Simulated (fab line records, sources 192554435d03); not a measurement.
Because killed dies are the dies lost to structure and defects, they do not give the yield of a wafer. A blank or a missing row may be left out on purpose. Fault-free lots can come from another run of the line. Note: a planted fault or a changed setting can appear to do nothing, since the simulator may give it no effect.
Chamber matching -- flow n5 finfet -- uv cure-01 running N5_BEOL_M6_CURE_74: 3 sister chambers
The step cures SiCOH lowk, time 240 s. 6 wafers are shown with their chamber, then 10 later ones without.

## EACH WAFER AND ITS CHAMBER
wafer,chamber,wafer_temp_C_max,lamp power pct (%)
L075.4,1,387.4,52.34
L075.5,1,387.2,52.30
L089.5,0,386.0,52.36
L089.6,0,386.0,52.29
L090.1,2,388.0,52.32
L090.4,2,387.3,52.36

## WAFERS WITHOUT THEIR CHAMBER
wafer,wafer_temp_C_max,lamp power pct (%)
L090.5,387.1,52.22
L090.2,387.1,52.31
L090.3,387.0,52.27
L090.6,387.5,52.35
L092.1,386.5,52.26
L092.4,386.3,52.27
L092.6,385.8,52.34
L096.1,386.2,52.37
L096.2,386.5,52.35
L096.4,386.3,52.27

## THE CHAMBER EACH PASSED THROUGH
wafer,from the rows above,in truth
L090.5,can't be placed: 1 or 2 or 0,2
L090.2,can't be placed: 1 or 2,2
L090.3,can't be placed: 1 or 2 or 0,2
L090.6,can't be placed: 2 or 1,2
L092.1,can't be placed: 0 or 1 or 2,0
L092.4,can't be placed: 0 or 1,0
L092.6,0,0
L096.1,0,0
L096.2,can't be placed: 0 or 1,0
L096.4,can't be placed: 0 or 1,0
Correct placement for 2 of the 10. From these rows, 8 cannot be placed; in 8 the true chamber is one of the candidates. Number placed wrongly: 0.
How it was worked out, from the rows above alone: a wafer's distance from a chamber is the root of the sum, over the readings, of the square of ((its reading less the chamber's mean) divided by the reading's scatter). The wafer belongs to the nearest chamber; if the next one is less than 2 further off, it can't be placed. A chamber's mean is the mean of its shown wafers. The scatter is the square root of a quotient: the sum, over the shown wafers, of each reading's squared deviation from its chamber's mean, divided by wafers minus chambers.
